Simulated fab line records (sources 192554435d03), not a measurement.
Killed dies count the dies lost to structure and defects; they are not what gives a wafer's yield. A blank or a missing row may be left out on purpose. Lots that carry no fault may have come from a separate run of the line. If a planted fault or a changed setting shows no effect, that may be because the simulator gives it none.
fab line records | flow n5_finfet
record lots=11 | wafers=33 | last_day=17
route steps=1938 shown BEOL_M6@1240 BEOL_M7@1266
lots with no fault: from the same line, run without faults
start_h: the number of hours between the record's first day and the start of the first shown wafer of the lot | wait_h: hours from the lot's prior step to this one | " the same as in the row above | L1.1+2: several wafers, shown together as one row | - no value present, or no start provided | * or withheld: withheld | < > ~ a bound
route shown NAME@n: NAME is a module with steps in the file, n the number in the route of the first one | usual: mean/standard deviation of fault-free wafers | same: alike in all rows | chamber/n: place in a boat | sites: the reading at each site | _std_site: standard deviation across them | _edge_site: mean of outer sites minus mean of inner sites | radius_mm: for every site, how far away it sits from the centre of the wafer | mask NAME#n: copy n | behind: the tool/chamber that last shaped the wafer | hold: the reason the lot was held/the length of the hold in hours/how it ended | device: which transistor (n, p or np) failed to switch | end of line: tests run on the same wafers once the route is complete | a step without rows: its recipe alone | killed: the dies lost at the first sort to structure and to defects; this is not the yield of the wafer | map: the dies of a wafer, with x for killed, . for not killed, _ for no die there
set.NAME: the run value of the setting; set.NAME@STEP: its run value at that earlier step | model.NAME: the simulator's own value behind a step, which no gauge read
the route's steps for a sample of lots (tables are steps, rows are wafers)
services: when a tool's chamber went out of use (start_h, in hours from the record's first day, below 0 if earlier), for how many hours, and the reason
## steps
# step N5_BEOL_M6_ETCH_41
# recipe chemistry=CH3F/O2 | target=SiCN | target_depth_a=297 | taper_deg=2 | time_s=52 | ion_energy_ev=120 | mask_material=TiN | pressure_mtorr=30 | source_w=395 | bias_w=75 | Ar_flow_sccm=150 | CH3F_flow_sccm=30 | O2_flow_sccm=20
# usual drypump_motor_current_A=5.6/0.5 | oes_product_au=0.78/0.092 | rf_vpp_V=297.5/1.7 | showerhead_plenum_p_Torr=2.01/0.083 | throttle_valve_pct=16.22/0.27
lot.wafer | tool        | chamber | start_h | wait_h | drypump_motor_current_A | oes_product_au | rf_hours_counter_h | rf_vpp_V | showerhead_plenum_p_Torr | throttle_valve_pct
L587.4    | rie_diel-01 | 1       | -       | -      | 5.9                     | 0.70           | 185                | 299.0    | 2.06                     | 16.41
L587.5    | "           | 2       | "       | "      | 5.6                     | 0.91           | -                  | 299.4    | 2.13                     | 15.89
L587.6    | "           | 1       | "       | "      | 5.9                     | 0.70           | -                  | 298.5    | 2.06                     | 16.41
L589.2    | rie_diel-01 | 2       | -       | -      | 5.6                     | 0.93           | 21                 | 300.8    | 2.13                     | 15.91
L589.3    | "           | 1       | "       | "      | 5.9                     | 0.70           | 185                | 297.6    | 2.06                     | 16.41
L589.4    | "           | 0       | "       | "      | 6.0                     | 0.69           | 215                | 298.3    | 2.06                     | 16.40
L590.3    | rie_diel-01 | 2       | -       | -      | 5.5                     | 0.90           | 26                 | 299.6    | 2.13                     | 15.90
L590.4    | "           | 0       | "       | "      | 6.0                     | 0.68           | 220                | 299.5    | 2.06                     | 16.43
L590.5    | "           | 3       | "       | "      | 5.7                     | 0.89           | -                  | 297.2    | 1.95                     | 15.88
L591.1    | rie_diel-01 | 1       | -       | -      | 5.9                     | 0.71           | 193                | 298.2    | 2.06                     | 16.41
L591.2    | "           | 3       | "       | "      | 5.7                     | 0.88           | 19                 | 296.5    | 1.95                     | 15.87
L591.4    | "           | 0       | "       | "      | 6.0                     | 0.67           | 222                | 297.8    | 2.06                     | 16.41
L592.1    | rie_diel-03 | 0       | -       | -      | 5.2                     | 0.86           | 28                 | 299.3    | 2.16                     | 16.17
L592.3    | "           | 2       | "       | "      | 4.7                     | 0.97           | 7                  | 296.9    | 1.96                     | 15.87
L592.4    | "           | 1       | "       | "      | 5.4                     | 0.85           | 42                 | 297.5    | 1.96                     | 15.90
L595.1    | rie_diel-03 | 0       | -       | -      | 5.3                     | 0.85           | 33                 | 299.5    | 2.16                     | 16.20
L595.4    | "           | 2       | "       | "      | 4.7                     | 0.95           | 13                 | 296.3    | 1.95                     | 15.88
L595.5    | "           | 1       | "       | "      | 5.4                     | 0.84           | -                  | 296.1    | 1.96                     | 15.92
L601.1    | rie_diel-03 | 2       | -       | -      | 4.7                     | 0.90           | 33                 | 297.6    | 1.95                     | 15.90
L601.2    | "           | 0       | "       | "      | 5.2                     | 0.82           | 54                 | 297.6    | 2.15                     | 16.23
L601.5    | "           | 3       | "       | "      | 6.4                     | 0.72           | -                  | 296.6    | 1.90                     | 16.60
L603.1    | rie_diel-01 | 2       | -       | -      | 5.6                     | 0.86           | 59                 | 300.1    | 2.12                     | 15.97
L603.4    | "           | 1       | "       | "      | 5.9                     | 0.67           | -                  | 299.5    | 2.04                     | 16.50
L603.5    | "           | 3       | "       | "      | 5.7                     | 0.83           | -                  | 296.5    | 1.94                     | 15.95
L604.2    | rie_diel-01 | 3       | -       | -      | 5.7                     | 0.82           | 52                 | 297.2    | 1.94                     | 15.95
L604.3    | "           | 1       | "       | "      | 5.9                     | 0.67           | 228                | 299.3    | 2.04                     | 16.49
L604.5    | "           | 2       | "       | "      | 5.5                     | 0.87           | -                  | 299.2    | 2.12                     | 15.96
L606.1    | rie_diel-05 | 3       | -       | -      | 4.8                     | 0.68           | 235                | 298.0    | 2.05                     | 16.39
L606.2    | "           | 0       | "       | "      | 5.2                     | 0.67           | 225                | 296.1    | 1.97                     | 16.21
L606.6    | "           | 1       | "       | "      | 5.4                     | 0.67           | -                  | 295.0    | 1.96                     | 16.52
L608.1    | rie_diel-03 | 2       | -       | -      | 4.7                     | 0.88           | 41                 | 297.0    | 1.94                     | 15.95
L608.5    | "           | 0       | "       | "      | 5.2                     | 0.81           | -                  | 300.1    | 2.15                     | 16.25
L608.6    | "           | 3       | "       | "      | 6.5                     | 0.71           | -                  | 295.8    | 1.90                     | 16.60
# step N5_BEOL_M6_OCD_MEAS_38
# usual trench_depth_nm=93.2/2.1
lot.wafer | tool   | chamber | start_h | wait_h | trench_depth_nm
L587.4    | ocd-01 | -       | 193.18  | -      | 92.7
L587.5    | "      | -       | "       | "      | 94.5
L587.6    | "      | -       | "       | "      | 93.4
L589.2    | ocd-01 | -       | 193.58  | -      | 93.4
L589.3    | "      | -       | "       | "      | 91.2
L589.4    | "      | -       | "       | "      | 91.0
L590.3    | ocd-02 | -       | 206.63  | -      | 96.5
L590.4    | "      | -       | "       | "      | 92.1
L590.5    | "      | -       | "       | "      | 92.0
L591.1    | ocd-02 | -       | 212.47  | -      | 94.1
L591.2    | "      | -       | "       | "      | 92.7
L591.4    | "      | -       | "       | "      | 93.6
L592.1    | ocd-02 | -       | 221.15  | -      | 92.5
L592.3    | "      | -       | "       | "      | 95.5
L592.4    | "      | -       | "       | "      | 95.2
L595.1    | ocd-02 | -       | 239.75  | -      | 91.2
L595.4    | "      | -       | "       | "      | 96.0
L595.5    | "      | -       | "       | "      | 95.0
L601.1    | ocd-02 | -       | 302.98  | -      | 92.7
L601.2    | "      | -       | "       | "      | 92.0
L601.5    | "      | -       | "       | "      | 93.1
L603.1    | ocd-02 | -       | 306.76  | -      | 96.7
L603.4    | "      | -       | "       | "      | 93.1
L603.5    | "      | -       | "       | "      | 92.7
L604.2    | ocd-01 | -       | 307.21  | -      | 91.3
L604.3    | "      | -       | "       | "      | 91.6
L604.5    | "      | -       | "       | "      | 95.2
L606.1    | ocd-02 | -       | 310.90  | -      | 94.5
L606.2    | "      | -       | "       | "      | 90.2
L606.6    | "      | -       | "       | "      | 91.2
L608.1    | ocd-01 | -       | 325.06  | -      | 93.8
L608.5    | "      | -       | "       | "      | 91.6
L608.6    | "      | -       | "       | "      | 92.7
# step N5_BEOL_M7_PECVD_70
# recipe material=SiO2 | target_thk_a=200 | temp_c=400 | precursor=TEOS/O2 | pressure_torr=5.5 | rf_w=450 | teos_flow_sccm=53.8 | gas=O2 | flow_sccm=3000 | time_s=22.7
# usual heater_power_w=729/79 | showerhead_plenum_p_Torr=8.76/0.058 | susceptor_temp_C=400.02/0.25 | throttle_valve_pct=22.7/1.2
lot.wafer | tool     | chamber | start_h | wait_h | heater_power_w | showerhead_plenum_p_Torr | susceptor_temp_C | throttle_valve_pct
L587.4    | pecvd-04 | 0       | 197.01  | 0.1    | 954            | 8.81                     | 399.99           | 21.3
L587.5    | "        | 1       | "       | "      | 641            | 8.70                     | 399.91           | 21.6
L587.6    | "        | 0       | "       | "      | 962            | 8.79                     | 400.34           | 20.8
L589.2    | pecvd-01 | 0       | 197.65  | 0.0    | 636            | 8.71                     | 399.86           | 24.0
L589.3    | "        | 1       | "       | "      | 699            | 8.75                     | 400.13           | 23.8
L589.4    | "        | 0       | "       | "      | 645            | 8.70                     | 400.16           | 24.0
L590.3    | pecvd-04 | 2       | 210.63  | 0.0    | 751            | 8.67                     | 400.27           | 20.0
L590.4    | "        | 2       | "       | "      | 763            | 8.68                     | 399.94           | 20.5
L590.5    | "        | 0       | "       | "      | 859            | 8.80                     | 400.19           | 21.1
L591.1    | pecvd-01 | 0       | 216.98  | 0.0    | 669            | 8.70                     | 400.20           | 23.6
L591.2    | "        | 1       | "       | "      | 705            | 8.75                     | 399.17           | 23.8
L591.4    | "        | 0       | "       | "      | 675            | 8.71                     | 399.97           | 24.1
L592.1    | pecvd-02 | 0       | 224.97  | 0.0    | 673            | 8.90                     | 399.77           | 22.4
L592.3    | "        | 1       | "       | "      | 731            | 8.77                     | 399.88           | 23.4
L592.4    | "        | 1       | "       | "      | 736            | 8.78                     | 399.65           | 23.3
L595.1    | pecvd-01 | 0       | 244.79  | 0.0    | 706            | 8.70                     | 399.79           | 23.9
L595.4    | "        | 0       | "       | "      | 710            | 8.67                     | 399.81           | 23.6
L595.5    | "        | 1       | "       | "      | 631            | 8.76                     | 400.17           | 23.9
L601.1    | pecvd-01 | 0       | 306.57  | 0.0    | 739            | 8.71                     | 405.57           | 24.0
L601.2    | "        | 2       | "       | "      | 654            | 8.79                     | 399.99           | 23.3
L601.5    | "        | 2       | "       | "      | 649            | 8.78                     | 400.34           | 23.4
L603.1    | pecvd-01 | 1       | 313.16  | 0.0    | 708            | 8.76                     | 400.50           | 24.0
L603.4    | "        | 0       | "       | "      | 678            | 8.69                     | 405.22           | 23.9
L603.5    | "        | 2       | "       | "      | 623            | 8.80                     | 400.40           | 23.3
L604.2    | pecvd-04 | 0       | 313.69  | 0.0    | 857            | 8.81                     | 400.26           | 21.4
L604.3    | "        | 2       | "       | "      | 735            | 8.67                     | 399.92           | 20.5
L604.5    | "        | 0       | "       | "      | 837            | 8.81                     | 400.30           | 21.4
L606.1    | pecvd-04 | 1       | 315.41  | 0.0    | 730            | 8.70                     | 400.09           | 21.5
L606.2    | "        | 0       | "       | "      | 770            | 8.80                     | 400.18           | 21.5
L606.6    | "        | 0       | "       | "      | 774            | 8.79                     | 400.26           | 21.2
L608.1    | pecvd-02 | 1       | 328.40  | 0.0    | 867            | 8.75                     | 400.49           | 23.5
L608.5    | "        | 1       | "       | "      | 868            | 8.78                     | 400.49           | 23.5
L608.6    | "        | 2       | "       | "      | 786            | 8.77                     | 399.87           | 21.8
# step N5_BEOL_M7_HM_DEP_02
# recipe material=TiN | target_thk_a=200 | temp_c=25 | chamber_pressure_pa=0.49996
# usual substrate_temp_c=25.00/0.1 | throttle_valve_pct=29.8/0.78
lot.wafer | tool           | chamber | start_h | wait_h | substrate_temp_c | throttle_valve_pct
L587.4    | pvd_sputter-01 | -       | 199.22  | 2.2    | 24.95            | 30.1
L587.5    | "              | -       | "       | "      | 25.17            | 28.5
L587.6    | "              | -       | "       | "      | 24.89            | 28.8
L589.2    | pvd_sputter-01 | -       | 199.32  | 1.6    | 24.97            | 28.8
L589.3    | "              | -       | "       | "      | 24.96            | 30.1
L589.4    | "              | -       | "       | "      | 24.96            | 28.6
L590.3    | pvd_sputter-01 | -       | 212.26  | 1.6    | 25.02            | 29.7
L590.4    | "              | -       | "       | "      | 25.06            | 30.7
L590.5    | "              | -       | "       | "      | 25.18            | 28.6
L591.1    | pvd_sputter-02 | -       | 217.90  | 0.9    | 25.17            | 30.3
L591.2    | "              | -       | "       | "      | 25.15            | 30.2
L591.4    | "              | -       | "       | "      | 24.77            | 30.0
L592.1    | pvd_sputter-03 | -       | 225.88  | 0.9    | 25.28            | 29.9
L592.3    | "              | -       | "       | "      | 25.15            | 31.6
L592.4    | "              | -       | "       | "      | 25.10            | 29.1
L595.1    | pvd_sputter-02 | -       | 246.15  | 1.3    | 25.01            | 30.4
L595.4    | "              | -       | "       | "      | 24.82            | 30.1
L595.5    | "              | -       | "       | "      | 25.10            | 30.0
L601.1    | pvd_sputter-02 | -       | 307.14  | 0.5    | 25.02            | 29.8
L601.2    | "              | -       | "       | "      | 24.90            | 29.8
L601.5    | "              | -       | "       | "      | 25.03            | 29.8
L603.1    | pvd_sputter-02 | -       | 313.96  | 0.8    | 25.08            | 29.8
L603.4    | "              | -       | "       | "      | 24.84            | 30.0
L603.5    | "              | -       | "       | "      | 25.09            | 30.4
L604.2    | pvd_sputter-01 | -       | 314.30  | 0.6    | 25.08            | 30.1
L604.3    | "              | -       | "       | "      | 25.08            | 30.8
L604.5    | "              | -       | "       | "      | 25.12            | 29.0
L606.1    | pvd_sputter-03 | -       | 316.94  | 1.5    | 24.97            | 30.6
L606.2    | "              | -       | "       | "      | 25.15            | 29.2
L606.6    | "              | -       | "       | "      | 25.01            | 31.7
L608.1    | pvd_sputter-01 | -       | 329.33  | 0.9    | 24.94            | 30.7
L608.5    | "              | -       | "       | "      | 25.00            | 30.6
L608.6    | "              | -       | "       | "      | 24.89            | 28.7
## services
tool           | chamber | start_h | hours | kind
pecvd-01       | 2       | 172.20  | 22.9  | repair
pvd_sputter-01 | -       | 176.49  | 2.6   | repair
rie_diel-03    | 2       | 183.21  | -     | clean
rie_diel-03    | 2       | 183.21  | -     | consumable_replace:focus_ring
rie_diel-03    | 2       | 183.21  | 17.9  | scheduled_down
rie_diel-03    | 2       | 183.21  | 17.9  | vent_cycle
pecvd-04       | 2       | 195.91  | 3.0   | repair
pecvd-04       | -       | 201.22  | 6.0   | pm
pecvd-01       | 2       | 205.07  | 5.5   | scheduled_down
pecvd-04       | -       | 207.59  | 1.6   | repair
rie_diel-05    | 3       | 226.98  | 4.9   | repair
rie_diel-01    | 2       | 234.02  | 5.6   | repair
pvd_sputter-01 | -       | 234.69  | 2.1   | repair
rie_diel-05    | 2       | 241.81  | 11.7  | repair
pvd_sputter-01 | -       | 256.70  | 7.0   | repair
pecvd-04       | 1       | 279.78  | 5.5   | scheduled_down
rie_diel-05    | 1       | 284.48  | 2.8   | repair
rie_diel-01    | 0       | 288.98  | -     | clean
rie_diel-01    | 0       | 288.98  | -     | consumable_replace:focus_ring
rie_diel-01    | 0       | 288.98  | 18.9  | scheduled_down
rie_diel-01    | 0       | 288.98  | 18.9  | vent_cycle
pecvd-04       | 0       | 294.62  | 3.5   | repair
pecvd-01       | 1       | 304.55  | 2.1   | scheduled_down
pecvd-01       | 0       | 313.97  | 2.1   | scheduled_down
## key
first_sign step=N5_BEOL_M7_PECVD_70 | reading=susceptor_temp_C | direction=up | sigmas=22 | usual=* | struck=*
effect none on later readings
met_at N5_BEOL_M7_PECVD_70
struck_lots L601,L603
struck_wafers L601.1,L603.4
not_acting_at N5_BEOL_M6_ETCH_41,N5_BEOL_M6_OCD_MEAS_38,N5_BEOL_M7_HM_DEP_02
onset_between 244.79 306.57
fault kind=process_parameter_drift | tool=pecvd-01 | chamber=0 | onset_h=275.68 | steps=N5_BEOL_M7_PECVD_70 | channel=temp_c | offset=* | shape=step | end_h=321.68 | acts_in=* | stated=*
